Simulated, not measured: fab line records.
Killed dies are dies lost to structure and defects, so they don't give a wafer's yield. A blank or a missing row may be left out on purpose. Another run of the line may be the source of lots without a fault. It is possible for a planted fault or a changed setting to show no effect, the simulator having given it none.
A struck lot beside a sound one	flow n5 finfet	19 out of 1938 route steps
Sound: the wafers L235.2, L235.3, L235.4. Wafers L223.1, L223.2, L223.5 were the ones struck. At the end, the cause is stated.
At each step with rows: each side's tool, then ch and its chambers, then its first start. Under that, the readings that differ: sound wafers	struck wafers	difference of the means	sigmas: that difference in standard deviations of wafers without a fault.
alike: readings whose means differ by less than 2 such deviations, and words and numbers that are the same on both sides. not compared: withheld readings, readings that some wafer has no value for, bounds like >300 that may hide the same value, and numbers for which the record gives no deviation and whose values overlap.
Wherever a step has rows on one side only, a row that says differs or no value, or a row with sigmas, the two part there. When numbers do not overlap yet have no deviation, they are printed without sigmas and do not part them. A reading that every wafer of one side lacks parts them only if that side has two wafers or more.

first, 7 steps without rows for these wafers: N5_BEOL_M6_COAT_60 (time 60 s, resist thk 35 nm); N5_BEOL_M6_COAT_05 (resist thk 90 nm); N5_BEOL_M6_EBR_07; N5_BEOL_M6_SOFTBAKE_06 (time 60 s); N5_BEOL_M6_EXPOSE_08 (exposes mask M6); N5_BEOL_M6_PEB_09 (peb time 60 s); N5_BEOL_M6_DEVELOP_10 (develop time 30 s).
N5_BEOL_M6_CD_MEAS_11 targets a cd of 38.5 nm.
  sound on cd sem-03 ch 0, day 12 09:47; struck on cd sem-03 ch 0, day 9 13:52
  alike: cd nm
N5_BEOL_M6_OVL_MEAS_12:
  sound on overlay-02 ch 0, day 12 09:49; struck on overlay-01 ch 0, day 9 13:54
  alike: M6_OVL
N5_BEOL_M6_INSPECT_13: inspects for defects (brightfield).
  sound: defect inspect-02 at day 12 09:50; struck: defect inspect-02 at day 9 13:56
  alike: raw defect count
N5_BEOL_M6_DESCUM_16: chemistry O2, time 7.9 s.
  sound on rie diel-01 ch 0,2,3, day 12 09:52; struck on rie diel-02 ch 0,1,3, day 9 13:58
  alike: bias power w, drypump motor current A, oes product au, rf vpp V, showerhead plenum p Torr, throttle valve pct
  not compared: rf hours counter h
N5_BEOL_M6_ETCH_61: etches SiARC in CF4, target depth 45.5 nm, time 75.8 s.
  sound on rie diel-01 ch 0,2,3, day 12 09:54; struck on rie diel-02 ch 0,1,3, day 9 14:00
reading	sound	struck	difference	sigmas
etch rf on time s (s)	73.7 75.5 74.5	77.6 78.5 77.6	+3.3	+2
  alike: bias w, cf4 flow sccm, drypump motor current A, oes product au, rf vpp V, showerhead plenum p Torr, throttle valve pct
  not compared: rf hours counter h
N5_BEOL_M6_ETCH_62: etches SOC in N2/H2, target depth 110 nm, overetch 22 nm, time 165 s.
  sound on rie diel-01 ch 0,2,3, day 12 09:58; struck on rie diel-02 ch 0,1,3, day 9 14:03
  no value came back on the struck wafers for any of 9 readings (bias w (W), chamber pressure mTorr (mTorr) and others); on the sound wafers bias w (W) reads 150.7 150.5 150.4
reading	sound	struck	difference	sigmas
model.CAR-ArF_of_BEOL_M6_COAT_05.thk nm (nm)	0 0 0	51 50.8 51	+51	
model.SiARC_of_BEOL_M6_COAT_60.thk nm (nm)	28.2 28.2 28.4	35 35 35	+7	
then, 1 step without rows for these wafers: N5_BEOL_M6_STRIP_68 (strips in N2/H2).
N5_BEOL_M6_STRIP_67: strips in CF4.
  sound on rie diel-01 ch 0,2,3, day 12 10:06; struck on rie diel-02 ch 0,1,3, day 9 14:12
  alike: bias power w, drypump motor current A, oes product au, rf vpp V, showerhead plenum p Torr, throttle valve pct
  not compared: rf hours counter h
N5_BEOL_M6_HM_OPEN_17: chemistry Cl2/BCl3, target TiN, target depth 20 nm, overetch 6 nm.
  sound on rie metal-03 ch 0,1, day 12 10:09; struck on rie metal-03 ch 0,1, day 9 14:14
reading	sound	struck	difference	sigmas
oes product au (a.u.)	0.76 0.76 0.62	0.28 0.35 0.34	-0.39	-8
throttle valve pct (%)	22.46 22.46 21.87	22.52 23.11 23.10	+0.65	+3
  alike: drypump motor current A
  not compared: rf hours counter h
N5_BEOL_M6_STRIP_19: strips in O2.
  sound on rie diel-01 ch 0,1,3, day 12 10:25; struck on rie diel-06 ch 0,1,2, day 9 14:28
  alike: drypump motor current A, oes product au, rf vpp V, showerhead plenum p Torr, throttle valve pct
  not compared: rf hours counter h
N5_BEOL_M6_CD_MEAS_18: pitch 80 nm, target cd 40 nm.
  sound: cd sem-03 at day 12 10:29; struck: cd sem-03 at day 9 14:32
reading	sound	struck	difference	sigmas
cd nm (nm)	40.1 39.0 39.9	- - -	no value on the struck wafers	
then, 1 step without rows for these wafers: N5_BEOL_M6_COAT_63 (time 60 s, resist thk 60 nm).

== WHERE THEY PART ==
Last at N5_BEOL_M6_CD_MEAS_18 as far as this record goes, first at N5_BEOL_M6_ETCH_61.

WHY: whatever the simulator had introduced
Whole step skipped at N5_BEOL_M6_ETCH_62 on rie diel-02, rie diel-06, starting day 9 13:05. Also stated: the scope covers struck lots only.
